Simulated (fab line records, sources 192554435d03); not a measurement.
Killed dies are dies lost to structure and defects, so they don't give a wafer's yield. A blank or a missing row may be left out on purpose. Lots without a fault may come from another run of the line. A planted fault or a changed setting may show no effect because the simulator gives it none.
Chamber matching | flow n5_finfet | N5_BEOL_M4_STRIP_36 on rie_diel-02: 4 sister chambers
The step strips in N2/H2. 4 wafers are shown with their chamber, then 7 later ones without.

WAFERS WITH THEIR CHAMBER
wafer  | chamber | drypump_motor_current_A (A)
L082.2 | 1       | 6.0
L093.6 | 2       | 5.3
L092.4 | 0       | 5.7
L092.5 | 3       | 5.8

WAFERS WITHOUT THEIR CHAMBER
wafer  | drypump_motor_current_A (A)
L092.6 | 5.4
L094.1 | 5.7
L094.4 | 5.7
L094.5 | 5.8
L096.3 | 6.0
L096.4 | 5.8
L096.6 | 5.3

WHICH CHAMBER EACH WENT THROUGH
wafer  | from the rows above | in truth
L092.6 | 2                   | 2
L094.1 | 0                   | 0
L094.4 | 0                   | 0
L094.5 | 3                   | 3
L096.3 | 1                   | 1
L096.4 | 3                   | 3
L096.6 | 2                   | 2
Placed correctly: 7 of 7. Can't be placed from these rows: 0. Placed wrongly: 0.
How it was worked out, from the rows above alone: a wafer's distance from a chamber is the root of the sum, over the readings, of the square of ((its reading less the chamber's mean) divided by the reading's scatter). The wafer belongs to the nearest chamber; if the next one is less than 2 further off, it can't be placed. A chamber's mean is the mean of its shown wafers. The scatter: with one shown wafer a chamber, the root of the mean of the squares of how far each hidden wafer lies from its nearest shown one.
